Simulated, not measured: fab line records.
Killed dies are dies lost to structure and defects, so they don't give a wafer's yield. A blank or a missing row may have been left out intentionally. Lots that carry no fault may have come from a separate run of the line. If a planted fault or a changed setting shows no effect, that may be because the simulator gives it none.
A lot that was struck, set against a sound lot + flow n5-finfet + 16 out of 1938 route steps
Sound: these wafers, L392.2, L392.5, L392.6. The struck wafers were L400.2, L400.4, L400.5. The cause is named last.
Each step with rows lists, per side, the tool, then ch with its chambers, then its first start. Under that, the readings that differ: sound wafers + struck wafers + difference of the means + sigmas: that difference in standard deviations of wafers without a fault.
alike: readings whose means differ by less than 2 such deviations, and words and numbers that are the same on both sides. not compared: withheld readings, readings that some wafer has no value for, bounds like >300 that may hide the same value, and numbers for which the record gives no deviation and whose values overlap.
Wherever a step has rows on one side only, a row that says differs or no value, or a row with sigmas, the two part there. Non-overlapping numbers with no deviation appear without sigmas and do not part them. A reading that every wafer of one side lacks parts them only if that side has two wafers or more.

N5_BEOL_M4_OCD_MEAS_38:
  sound: ocd-01 at day 9 02:46; struck: ocd-01 at day 11 10:49
  alike: trench-depth-nm
then, 4 steps without rows for these wafers: N5_BEOL_M4_HM_STRIP_39 (strips TiN in peroxide tin strip, target depth 25 nm, time 158 s); N5_BEOL_M4_SRD_40 (time 30 s); N5_BEOL_M4_PRECLEAN_42 (cleans in residue remover, time 60 s); N5_BEOL_M4_SRD_43 (time 30 s).
N5_BEOL_M4_CD_MEAS_35: target cd 18 nm, target cd y 22.4 nm.
  sound: cd-sem-01 at day 9 03:01; struck: cd-sem-01 at day 11 10:58
  alike: cd-nm
N5_BEOL_M4_DEGAS_44: time 60 s.
  sound: pvd-sputter-02 at day 9 03:35; struck: pvd-sputter-02 at day 11 11:21
  alike: heater-power-w
N5_BEOL_M4_PRE_CLEAN_45: time 30 s.
  sound: pvd-sputter-02 at day 9 03:37; struck: pvd-sputter-02 at day 11 11:23
  alike: heater-power-w
N5_BEOL_M4_ALD_84: deposits TaN, pulse time 2 s, purge time 3 s, co reactant purge time 2 s.
  sound on ald-metal-01 ch 0,1, day 9 03:42; struck on ald-metal-03 ch 0,1, day 11 11:28
| reading            | sound       | struck      | difference | sigmas |
|--------------------|-------------|-------------|------------|--------|
| heater-power-w (W) | 356 451 343 | 523 442 534 | +116       | +2     |
  alike: precursor-vessel-temp-c
  not compared: since-wet-clean-h
then, 2 steps without rows for these wafers: N5_BEOL_M4_SURFACE_TREAT_85; N5_BEOL_M4_CVD_47 (deposits Co from CCTBA/H2, target thk 3 nm, time 223.8 s).
N5_BEOL_M4_SPUTTER_48: material Cu, target thk 4.5 nm, time 8.29 s.
  sound: pvd-sputter-03 at day 9 04:28; struck: pvd-sputter-03 at day 11 12:07
  alike: throttle-valve-pct
N5_BEOL_M4_ANNEAL_49: time 240 s.
  sound: pvd-sputter-03 at day 9 04:32; struck: pvd-sputter-03 at day 11 12:12
  no value came back on the struck wafers for heater-power-w (W), susceptor-temp-C (C); on the sound wafers heater-power-w (W) reads 773 773 785
N5_BEOL_M4_SPUTTER_79: material Cu, target thk 4.5 nm, time 8.29 s.
  sound: pvd-sputter-03 at day 9 04:41; struck: pvd-sputter-03 at day 11 12:20
  alike: throttle-valve-pct
N5_BEOL_M4_RC_MEAS_101:
  sound on prober-02 ch 0, day 9 08:59; struck on prober-01 ch 0, day 11 15:10
  alike: DIBL_N, DIBL_P, IOFF_N, IOFF_P, ION_N, ION_P, SS_N, SS_P, VT_N, VT_P
-- the record jumps here: 4 days lie between the struck wafers' starts before and after (it left off in module BEOL_M4 and takes up again in module PASSIVATION, whose first step shown is number 1936 of the route) --
N5_PASSIVATION_PROBE_49:
  rows exist in the record for the struck wafers here (prober-02, day 15 23:51), but not for the sound ones

## WHERE THEY PART
Earliest at N5_BEOL_M4_ALD_84; latest, in this record, at N5_PASSIVATION_PROBE_49.

WHY: what had been put in by the simulator
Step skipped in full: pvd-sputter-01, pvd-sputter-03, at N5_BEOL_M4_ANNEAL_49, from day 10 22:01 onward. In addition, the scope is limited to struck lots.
